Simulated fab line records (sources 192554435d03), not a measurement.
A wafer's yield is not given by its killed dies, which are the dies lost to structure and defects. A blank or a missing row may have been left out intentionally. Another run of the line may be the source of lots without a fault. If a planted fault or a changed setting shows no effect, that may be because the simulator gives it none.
Problem report, 8D (eight disciplines) form, completed by code    flow n5Finfet    the parts of the form that need people (team, actions taken, sign-off) are left out

## 1. WHAT WENT WRONG
Wafers without a fault read 1084.5, standard deviation 0.94; wafer_temp_C_max at N5_SD_ACTIVATION_LSA_01 reads a mean of 1049.6 on 6 wafers belonging to 2 lots. That is -37 standard deviations from the usual mean.
The step: time 0.0008 s.
First seen on wafer L629.2, day 8 02:26, on laserAnneal-02. At this step, 34 wafers from 14 lots have a number in the record. Rule for "out", or "out of limits": more than 4 standard deviations from the usual mean. All remaining wafers that have a number are taken as sound.

## 2. WHAT THIS IS AND IS NOT
question                     is                      is not
which readings at this step  wafer_temp_C_max        -
which lots                   L629, L631              L611, L613, L614, L615, L616, L617, L618, L619, L620, L621, L622, L632
which wafers of those lots   all that have a number  -
read on which tools          laserAnneal-02          laserAnneal-01
when                         from day 8 02:26        up to then (25 sound wafers); but 3 sound wafers of L632 came after

## 3. THE SUSPECTS, EACH WITH WHAT RULES IT OUT
Counting: any tool at a process step up to the reading is kept as a suspect provided that every lot that is out went through it and no sound lot did after the first of them.
- laserAnneal-02 at N5_SD_ACTIVATION_LSA_01 (time 0.0008 s): kept. It processed each lot that is out, first L629 at day 8 02:26, and no sound lot thereafter; up to then, the last sound lot it processed was L621 at day 6 05:59. Out on those wafers are its own readings of wafer_temp_C_max.
After counting, what remains is laserAnneal-02 at N5_SD_ACTIVATION_LSA_01.

## 4. THE CAUSE (what the simulator had put in)
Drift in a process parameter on laserAnneal-02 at N5_SD_ACTIVATION_LSA_01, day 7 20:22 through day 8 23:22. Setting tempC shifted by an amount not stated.
This tool alone remained once counting was done.

## 5. THE EFFECT CHAIN, in route order
Each row: a reading where the mean over the struck wafers with a number is more than 3 standard deviations away from the usual. Scope: only readings with a usual standard deviation given in the record; hours: median across lots of the time from each lot's start at the first step in this table that gives one to its start at this step; sigmas: change in usual standard deviations.
hours  step                     reading           usual   on struck wafers  change  sigmas
0      N5_SD_ACTIVATION_LSA_01  wafer_temp_C_max  1084.5  1049.6            -34.9   -37
It contains these process steps:
- N5_SD_ACTIVATION_LSA_01: time 0.0008 s.
Later steps that measure or inspect, where all struck wafers having a row at the step show a number for every such reading and not one has moved that far: N5_ILD0_THK_MEAS_08.

## 6. HOW IT WOULD HAVE BEEN CAUGHT EARLIER
In this record the first reading out of limits was taken at day 8 02:26, 6 hours after the fault began at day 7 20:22.
